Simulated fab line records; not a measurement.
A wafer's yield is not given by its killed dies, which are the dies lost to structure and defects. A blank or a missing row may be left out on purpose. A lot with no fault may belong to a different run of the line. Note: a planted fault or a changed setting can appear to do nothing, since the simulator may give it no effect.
8D (eight disciplines) problem report, filled in by code / flow nandHarc / the parts of the form that need people (team, actions taken, sign-off) are left out

## 1. WHAT WENT WRONG
Mean of thkNm at NHARC_A_BONDPAD_THK_MEAS_30: 189.1 nm across 2 wafers in 2 lots; on wafers with no fault it is 200.2 nm (standard deviation 1.3). Measured from the usual mean, that is -8.5 standard deviations.
The step: measures by ellipsometry.
Earliest sighting: wafer L818.5 on filmMetro-02 at day 21 09:13. At this step, 36 wafers from 12 lots have a number in the record. The rule behind "out" and "out of limits": a value lying over 4 standard deviations away from the usual mean. The other wafers with a number count as sound.

## 2. WHAT IT IS AND WHAT IT IS NOT
question=which readings at this step | is=thkNm | is not=-
question=which lots | is=L818, L819 | is not=L805, L808, L809, L810, L813, L814, L816, L820, L826, L828
question=which wafers of those lots | is=L818.5, L819.5 | is not=L818.2, L818.4, L819.1, L819.2
question=read on which gauges | is=filmMetro-01, filmMetro-02 | is not=-
question=when | is=from day 21 09:13 | is not=up to then (26 sound wafers); but 8 sound wafers of L819, L826, L828 came after

## 3. SUSPECTS, AND WHAT RULES EACH OUT
Counting: a tool at a process step up to the reading stays a suspect if it ran every lot that is out. Sound lots after the first of them don't rule it out here, since some wafers of a struck lot are sound.
- the gauge at NHARC_A_BONDPAD_THK_MEAS_30 has been ruled out. Those wafers that are out were read across 2 gauges (filmMetro-01, filmMetro-02).
- pvdSputter-03 at NHARC_A_M1_PRE_CLEAN_30 (time 30 s): kept. It processed each lot that is out (first: L818, day 21 08:25); up to then, its last sound lot is L820 (day 20 15:32). With no start given for some of its lots, NHARC_A_M1_PRE_CLEAN_30 uses the hours and lot order of NHARC_A_BONDPAD_DEP_00.
- pecvd-03 at NHARC_A_BONDPAD_DEP_00 (deposits SiCN, target thk 250 nm): kept. It processed each lot that is out (first: L818, day 21 08:25); up to then, its last sound lot is L816 (day 20 15:52).
The count leaves pecvd-03 at NHARC_A_BONDPAD_DEP_00 and pvdSputter-03 at NHARC_A_M1_PRE_CLEAN_30.

## 4. THE CAUSE (what the simulator had put in)
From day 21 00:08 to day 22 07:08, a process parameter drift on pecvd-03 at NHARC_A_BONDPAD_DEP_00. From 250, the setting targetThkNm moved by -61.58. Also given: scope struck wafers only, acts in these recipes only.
2 suspects survive the count, and this tool is in that group.

## 5. SEQUENCE OF EFFECTS, ordered by route
Each row: a reading whose mean over the struck wafers that have a number lies more than 3 standard deviations from the usual. Scope: only readings with a usual standard deviation given in the record; hours: median across lots of the time from each lot's start at the first step in this table that gives one to its start at this step; sigmas: change in usual standard deviations.
hours=0; step=NHARC_A_BONDPAD_THK_MEAS_30; reading=thkNm; usual=200.2 nm; on struck wafers=189.1; change=-11.1; sigmas=-8.5
Later measuring or inspecting steps at which every struck wafer that the step has a row for has a number for every such reading, and none has moved that far: NHARC_A_BONDPAD_CD_MEAS_09, NHARC_END_SORT_01.

## 6. HOW IT WOULD HAVE BEEN CAUGHT EARLIER
9 hours passed between the start of the fault at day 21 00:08 and the first reading out of limits at a measuring or inspecting step in this record, taken at day 21 09:13.
Of the tool readings at NHARC_A_BONDPAD_DEP_00 for which the record gives a usual standard deviation, none was out on any struck wafer, so an alarm limit of 4 standard deviations on them would not have fired.
Of the lots that are out (2), L819 began NHARC_A_BONDPAD_DEP_00 on pecvd-03 after day 21 09:13. It would have been spared by a hold on the tool at that moment.
